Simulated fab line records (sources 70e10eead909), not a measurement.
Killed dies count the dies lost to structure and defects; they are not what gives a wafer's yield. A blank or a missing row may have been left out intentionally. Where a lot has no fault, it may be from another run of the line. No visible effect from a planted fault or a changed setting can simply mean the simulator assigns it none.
Chamber matching ; flow nandHarc ; pecvd-03 running NHARC_THIN_TSV_DEP_47: 3 sister chambers
The step deposits SiO2, target thk 200 nm. 3 wafers are shown with their chamber, then 7 later ones without.

WAFERS, EACH WITH ITS CHAMBER
wafer;chamber;throttleValvePct (%)
L846.1;0;16.4
L846.4;1;16.8
L851.6;2;16.2

WAFERS WHOSE CHAMBER IS MISSING
wafer;throttleValvePct (%)
L853.6;16.4
L857.1;16.4
L857.2;16.5
L857.3;15.1
L858.3;16.2
L858.4;16.5
L858.6;15.3

THE CHAMBER EACH PASSED THROUGH
wafer;from the rows above;in truth
L853.6;can't be placed: 0 or 2 or 1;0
L857.1;can't be placed: 0 or 2 or 1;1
L857.2;can't be placed: 0 or 1 or 2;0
L857.3;can't be placed: 2 or 0 or 1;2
L858.3;can't be placed: 2 or 0 or 1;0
L858.4;can't be placed: 0 or 1 or 2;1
L858.6;can't be placed: 2 or 0 or 1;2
Placed correctly: 0 of 7. Unplaceable from these rows: 7, with the true chamber sitting among the candidates in 7. Wrongly placed: 0.
How it was worked out, from the rows above alone: a wafer's distance from a chamber is the root of the sum, over the readings, of the square of ((its reading less the chamber's mean) divided by the reading's scatter). If the next closest chamber is less than 2 further off than the closest, the wafer can't be placed; otherwise it belongs to the closest. Each chamber's mean is taken over the wafers shown for it. The scatter: root of mean squared gap, hidden wafer to nearest shown wafer, with one shown wafer a chamber.
